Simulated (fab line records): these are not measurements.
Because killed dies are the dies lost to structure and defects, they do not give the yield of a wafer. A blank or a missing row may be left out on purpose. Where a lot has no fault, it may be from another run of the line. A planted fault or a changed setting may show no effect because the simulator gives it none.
Split-lot study -- flow n5 finfet -- route with 1938 steps; 7 lots, 21 wafers read

## THE SPLIT
At N5_FIN_SAQP_COAT_10 (resist thk 90 nm), the setting spin rpm was moved away from the recipe's 1500 rpm on 5 of the 21 wafers read, by -9.3% to +10.6%. All remaining wafers had this setting at the recipe value.

The split's own step is where the reading is taken.

## THE READING
CAR-ArF_of_FIN_SAQP_COAT_10.thk nm (the simulator's own value, which no gauge read), in nm, at N5_FIN_SAQP_COAT_10 (resist thk 90 nm). No usual value for it is given in the file. Across the 16 wafers here that went through the recipe, the average is 90.00 nm and the standard deviation 0.28 nm.

wafer,"tool, chamber at the split","spin rpm as run, rpm",against the recipe,"CAR-ArF_of_FIN_SAQP_COAT_10.thk nm, nm",against lot-mates on the recipe
L076.1,"litho track-02, 0",1500,recipe,90.37,-
L076.3,"litho track-02, 0",1361,-9.3%,95.09,+4.74
L076.4,"litho track-02, 0",1500,recipe,90.33,-
L083.1,"litho track-03, 0",1659,+10.6%,85.22,-4.39
L083.3,"litho track-03, 0",1659,+10.6%,85.1,-4.51
L083.4,"litho track-03, 0",1500,recipe,89.61,-
L084.1,"litho track-03, 0",1500,recipe,89.73,-
L084.3,"litho track-03, 0",1500,recipe,89.71,-
L084.5,"litho track-03, 0",1500,recipe,89.41,-
L086.1,"litho track-02, 0",1500,recipe,90.17,-
L086.2,"litho track-02, 0",1500,recipe,90.1,-
L086.6,"litho track-02, 0",1500,recipe,89.98,-
L090.1,"litho track-03, 0",1500,recipe,89.75,-
L090.4,"litho track-03, 0",1500,recipe,90,-
L090.6,"litho track-03, 0",1500,recipe,89.96,-
L096.1,"litho track-02, 0",1500,recipe,90.16,-
L096.3,"litho track-02, 0",1500,recipe,90.35,-
L096.4,"litho track-02, 0",1500,recipe,90.28,-
L097.2,"litho track-05, 0",1500,recipe,90.09,-
L097.4,"litho track-05, 0",1368,-8.8%,94.33,+4.24
L097.5,"litho track-05, 0",1368,-8.8%,94.14,+4.05

FIT RESULTS
A straight line over all 21 wafers: CAR-ArF_of_FIN_SAQP_COAT_10.thk nm changes by -0.481 nm for each +1% of spin rpm; r = -0.99; the points scatter about the line by 0.3 nm.
The same after taking each lot's own level away (the mean of its wafers on the recipe; 21 wafers): -0.453 nm for each +1%; r = -1.00; scatter 0.18 nm.
On that fit, the largest move of spin rpm shifts the reading by 4.8 nm.
From 89.610 to 90.350 nm: that is the span of the lots' own levels, equal to 2.7 times the standard deviation above.
Consequently the slope shifts little with the lot-to-lot level, the two slopes agreeing.
Check: with one of the wafers moved furthest among these (+10.6%) left out of the fit, the line predicts -4.87 nm for it against its lot-mates. Against them it came out at -4.39 nm.

## THESE WAFERS: OTHER SPLITS
Note: prior to the reading, these wafers also went through further splits. Each is held against what the fit with the lots' levels taken away leaves over:
other split on the same wafers,wafers away from the commonest value,r with CAR-ArF_of_FIN_SAQP_COAT_10.thk nm (lot level and that fit taken away)
N5_ZERO_LAYER_PECVD_02 time s,7,-0.02
N5_ZERO_LAYER_COAT_05 spin rpm,8,+0.05
N5_ZERO_LAYER_EXPOSE_08 dose mj,10,-0.25
N5_WELL_APT_COAT_02 spin rpm,4,+0.10
N5_FIN_SAQP_HM_DEP_03 time s,12,+0.05

## FILE'S OWN FIT
CAR-ArF_of_FIN_SAQP_COAT_10.thk nm changes by -0.463 nm for each +1% of spin rpm, r = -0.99.
